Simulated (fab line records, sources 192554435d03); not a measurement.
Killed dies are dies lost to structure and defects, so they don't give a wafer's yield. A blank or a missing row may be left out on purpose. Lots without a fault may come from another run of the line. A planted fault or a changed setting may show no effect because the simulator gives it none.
A struck lot beside a sound one | flow n5_finfet | 26 steps out of a route of 1938
Sound: wafers L692.1, L692.2, L692.5. Struck: wafers L688.2, L688.3, L688.5. The cause comes at the end.
At each step with rows: each side's tool, then ch and its chambers, then its first start. Under that, the readings that differ: sound wafers | struck wafers | difference of the means | sigmas: that difference in standard deviations of wafers without a fault.
alike: readings whose means differ by less than 2 such deviations, and words and numbers that are the same on both sides. not compared: withheld readings, readings that some wafer has no value for, bounds like >300 that may hide the same value, and numbers for which the record gives no deviation and whose values overlap.
The two part at a step that has a row with sigmas, a row that says differs or no value, or rows on one side only. Numbers that don't overlap but have no deviation are shown without sigmas and don't part them. A reading that every wafer of one side lacks parts them only if that side has two wafers or more.

first, 11 steps without rows for these wafers: N5_BEOL_M4_DESCUM_16 (chemistry O2, time 7 s); N5_BEOL_M4_ETCH_74 (etches underlayer in N2/H2, target depth 6.5 nm, time 5.2 s); N5_BEOL_M4_ETCH_63 (etches SiARC in CF4, target depth 15.6 nm, time 26 s); N5_BEOL_M4_ETCH_64 (etches SOC in N2/H2, target depth 75 nm, overetch 22.5 nm, time 121.9 s); N5_BEOL_M4_STRIP_65 (strips in N2/H2); N5_BEOL_M4_STRIP_75 (strips in N2/H2); N5_BEOL_M4_STRIP_66 (strips in CF4); N5_BEOL_M4_HM_OPEN_17 (chemistry Cl2/BCl3, target TiN, target depth 20 nm, overetch 6 nm); N5_BEOL_M4_STRIP_19 (strips in O2); N5_BEOL_M4_COAT_67 (time 60 s, resist thk 60 nm); N5_BEOL_M4_COAT_68 (time 60 s, resist thk 12 nm).
N5_BEOL_M4_COAT_76: time 60 s, resist thk 5 nm.
  sound on litho_track-04 ch 0, day 13 05:34; struck on litho_track-03 ch 0, day 12 03:49
  reading              | sound                | struck               | difference | sigmas
  spin_speed_rpm (rpm) | 1500.9 1500.1 1500.6 | 1340.2 1339.6 1339.9 | -160.6     | -99 or more
then, 7 steps without rows for these wafers: N5_BEOL_M4_COAT_22 (resist thk 30 nm); N5_BEOL_M4_EBR_24; N5_BEOL_M4_SOFTBAKE_23 (time 60 s); N5_BEOL_M4_EXPOSE_25 (exposes mask V3, defocus 5 nm); N5_BEOL_M4_PEB_26 (peb time 60 s); N5_BEOL_M4_DEVELOP_27 (develop time 30 s); N5_BEOL_M4_DESCUM_33 (chemistry O2, time 7 s).
N5_BEOL_M4_ETCH_77: etches underlayer in N2/H2, target depth 6.5 nm, time 5.2 s.
  sound on rie_diel-04 ch 1,2, day 13 06:32; struck on rie_diel-04 ch 0,2,3, day 12 04:29
  reading                                      | sound             | struck            | difference | sigmas
  etch_rf_on_time_s (s)                        | 5.03 5.19 5.07    | 5.44 5.51 5.57    | +0.41      | +5
  model.CAR-EUV_of_BEOL_M4_COAT_22.thk_nm (nm) | 20.4 20.4 20.4    | 20 20 20          | +0         |
  model.etch.depth_nm (nm)                     | 4.996 4.999 4.987 | 5.299 5.298 5.323 | +0.313     |
  alike: drypump_motor_current_A, oes_product_au, rf_vpp_V, showerhead_plenum_p_Torr, throttle_valve_pct
  not compared: rf_hours_counter_h
then, 2 steps without rows for these wafers: N5_BEOL_M4_ETCH_69 (etches SiARC in CF4, target depth 15.6 nm, time 26 s); N5_BEOL_M4_ALD_98 (deposits SiO2, target thk 2.5 nm, pulse time 1 s, co reactant pulse time 1 s).
N5_BEOL_M4_ETCHBACK_99: etches SiO2 in CHF3, target depth 5 nm, time 10.4 s.
  sound on rie_diel-01 ch 0,2, day 13 10:38; struck on rie_diel-01 ch 2,3, day 12 05:07
  reading                                      | sound          | struck     | difference | sigmas
  model.CAR-EUV_of_BEOL_M4_COAT_22.thk_nm (nm) | 10.4 10.4 10.4 | 10.2 10 10 | -0.3       |
  alike: drypump_motor_current_A, oes_product_au, rf_vpp_V, showerhead_plenum_p_Torr, throttle_valve_pct
  not compared: rf_hours_counter_h
then, 1 step without rows for these wafers: N5_BEOL_M4_ETCH_70 (etches SOC in N2/H2, target depth 80 nm, overetch 24 nm, time 130 s).
N5_BEOL_M4_RC_MEAS_101:
  sound on prober-02 ch 0, day 13 15:05; struck on prober-02 ch 0, day 12 10:14
  alike: DIBL_N, DIBL_P, IOFF_N, IOFF_P, ION_N, ION_P, SS_N, SS_P, VT_N, VT_P
then, 1 step without rows for these wafers: N5_PASSIVATION_PROBE_49.

WHERE THEY PART
First at N5_BEOL_M4_COAT_76; last, within this record, at N5_BEOL_M4_ETCH_77. Later steps at which nothing parts them and some readings are alike: N5_BEOL_M4_ETCHBACK_99, N5_BEOL_M4_RC_MEAS_101.

WHY: what the simulator had put in
Process parameter drift: litho_track-03, from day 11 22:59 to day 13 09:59, at N5_BEOL_M4_COAT_76. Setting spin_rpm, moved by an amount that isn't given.
